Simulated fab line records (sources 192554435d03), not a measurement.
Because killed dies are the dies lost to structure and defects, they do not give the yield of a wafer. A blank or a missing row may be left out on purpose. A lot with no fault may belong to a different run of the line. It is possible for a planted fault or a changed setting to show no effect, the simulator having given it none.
Split-lot study | flow n5Finfet | 7 lots, 39 wafers read, on a route of 1938 steps

== SPLIT DETAILS ==
At N5_BEOL_M8_DEVELOP_10 (develop time 30 s), the setting developTimeS was moved away from the recipe's 30 s on 12 of the 39 wafers read, by -43.6% to +31.8%. All remaining wafers had this setting at the recipe value.

== FROM THE SPLIT TO THE READING: what the file shows between them, 13 steps ==
- N5_BEOL_M8_CD_MEAS_11: target cd 38.5 nm
- N5_BEOL_M8_DESCUM_16: chemistry O2, time 7.9 s
- N5_BEOL_M8_ETCH_61: etches SiARC in CF4, target depth 45.5 nm, time 75.8 s
- N5_BEOL_M8_ETCH_62: etches SOC in N2/H2, target depth 110 nm, overetch 22 nm, time 165 s
- N5_BEOL_M8_STRIP_68: strips in N2/H2
- N5_BEOL_M8_STRIP_67: strips in CF4
- N5_BEOL_M8_HM_OPEN_17: chemistry Cl2/BCl3, target TiN, target depth 20 nm, overetch 6 nm
- N5_BEOL_M8_STRIP_19: strips in O2
- N5_BEOL_M8_CD_MEAS_18: pitch 80 nm, target cd 40 nm
- N5_BEOL_M8_COAT_63: time 60 s, resist thk 60 nm
- N5_BEOL_M8_COAT_64: time 60 s, resist thk 12 nm
- N5_BEOL_M8_PRECLEAN_42: cleans in residue remover, time 60 s
- N5_BEOL_M8_SRD_43: time 30 s

== THE READING ==
cdNm (nm) at N5_BEOL_M8_CD_MEAS_35, where the cd target is 40 nm. Fault-free wafers of this fab line usually give 40.1 nm, standard deviation 0.55 nm.

wafer  | tool, chamber at the split | developTimeS as run, s | against the recipe | cdNm, nm | against lot-mates on the recipe
L075.1 | lithoTrack-03, 0           | 30                     | recipe             | 40.9     | -
L075.2 | lithoTrack-03, 0           | 30                     | recipe             | 40.6     | -
L075.3 | lithoTrack-03, 0           | 30                     | recipe             | 40.7     | -
L075.4 | lithoTrack-03, 0           | 30                     | recipe             | 40.1     | -
L075.5 | lithoTrack-03, 0           | 30                     | recipe             | 40.1     | -
L075.6 | lithoTrack-03, 0           | 30                     | recipe             | 40.6     | -
L076.1 | lithoTrack-05, 0           | 39.55                  | +31.8%             | 41.2     | +0.9
L076.2 | lithoTrack-05, 0           | 30                     | recipe             | 40.7     | -
L076.3 | lithoTrack-05, 0           | 39.55                  | +31.8%             | 41.4     | +1.1
L076.4 | lithoTrack-05, 0           | 30                     | recipe             | 40.3     | -
L076.5 | lithoTrack-05, 0           | 30                     | recipe             | 39.9     | -
L076.6 | lithoTrack-05, 0           | 39.55                  | +31.8%             | 41.6     | +1.3
L083.1 | lithoTrack-05, 0           | 20.73                  | -30.9%             | 38.8     | -1.2
L083.2 | lithoTrack-05, 0           | 20.73                  | -30.9%             | 39.1     | -0.9
L083.3 | lithoTrack-05, 0           | 30                     | recipe             | 40.3     | -
L083.4 | lithoTrack-05, 0           | 30                     | recipe             | 40.2     | -
L083.5 | lithoTrack-05, 0           | 20.73                  | -30.9%             | 38.7     | -1.3
L083.6 | lithoTrack-05, 0           | 30                     | recipe             | 39.6     | -
L088.1 | lithoTrack-01, 0           | 30                     | recipe             | 39.4     | -
L088.2 | lithoTrack-01, 0           | 30                     | recipe             | 39.6     | -
L088.3 | lithoTrack-01, 0           | 38.28                  | +27.6%             | 40.8     | +1.0
L088.4 | lithoTrack-01, 0           | 38.28                  | +27.6%             | 41.1     | +1.3
L088.5 | lithoTrack-01, 0           | 30                     | recipe             | 40.5     | -
L088.6 | lithoTrack-01, 0           | 38.28                  | +27.6%             | 41.1     | +1.3
L090.1 | lithoTrack-03, 0           | 16.91                  | -43.6%             | 39.1     | -1.6
L090.2 | lithoTrack-03, 0           | 30                     | recipe             | 40.8     | -
L090.3 | lithoTrack-03, 0           | 30                     | recipe             | 40.0     | -
L090.4 | lithoTrack-03, 0           | 16.91                  | -43.6%             | 38.5     | -2.2
L090.5 | lithoTrack-03, 0           | 30                     | recipe             | 41.3     | -
L090.6 | lithoTrack-03, 0           | 16.91                  | -43.6%             | 39.3     | -1.4
L094.1 | lithoTrack-01, 0           | 30                     | recipe             | 40.4     | -
L094.5 | lithoTrack-01, 0           | 30                     | recipe             | 40.3     | -
L094.6 | lithoTrack-01, 0           | 30                     | recipe             | 40.4     | -
L097.1 | lithoTrack-01, 0           | 30                     | recipe             | 39.5     | -
L097.2 | lithoTrack-01, 0           | 30                     | recipe             | 39.3     | -
L097.3 | lithoTrack-01, 0           | 30                     | recipe             | 39.7     | -
L097.4 | lithoTrack-01, 0           | 30                     | recipe             | 39.0     | -
L097.5 | lithoTrack-01, 0           | 30                     | recipe             | 39.5     | -
L097.6 | lithoTrack-01, 0           | 30                     | recipe             | 39.1     | -

THE FIT
A straight line over all 39 wafers: cdNm changes by +0.0333 nm for each +1% of developTimeS; r = +0.78; the points scatter about the line by 0.52 nm.
The same after taking each lot's own level away (the mean of its wafers on the recipe; 39 wafers): +0.0386 nm for each +1%; r = +0.92; scatter 0.32 nm.
Per that fit: largest developTimeS move, reading shift of 1.7 nm.
The span of the lots' own levels, 39.35 to 40.70 nm, comes to 2.5 times the standard deviation stated above.
So the lot-to-lot level blurs the effect unless lot-mates are compared.
Check: -1.7 nm against its lot-mates is what the line predicts for one of the wafers moved furthest among these (-43.6%) when that wafer is left out of the fit. Against them it came out at -1.6 nm.

== THE WHOLE CHAIN: every reading that the file lists as answering this split, in the file's order ==
step                  | what it does                                                         | reading                                                             | change (the file's fit)                | r (the file's)
N5_BEOL_M8_CD_MEAS_11 | target cd 38.5 nm                                                    | cdNm                                                                | +0.0421 nm for each +1% of the setting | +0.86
N5_BEOL_M8_ETCH_61    | etches SiARC in CF4, target depth 45.5 nm, time 75.8 s               | BEOL_M8.cdOffsetNm (the simulator's own value, which no gauge read) | +0.0413 nm for each +1% of the setting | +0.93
N5_BEOL_M8_ETCH_62    | etches SOC in N2/H2, target depth 110 nm, overetch 22 nm, time 165 s | BEOL_M8.cdOffsetNm (the simulator's own value, which no gauge read) | +0.0421 nm for each +1% of the setting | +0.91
N5_BEOL_M8_CD_MEAS_18 | pitch 80 nm, target cd 40 nm                                         | cdNm                                                                | +0.0398 nm for each +1% of the setting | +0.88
N5_BEOL_M8_CD_MEAS_35 | target cd 40 nm                                                      | cdNm                                                                | +0.0391 nm for each +1% of the setting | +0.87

== FILE'S OWN FIT ==
cdNm changes by +0.0391 nm for each +1% of developTimeS, r = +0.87.
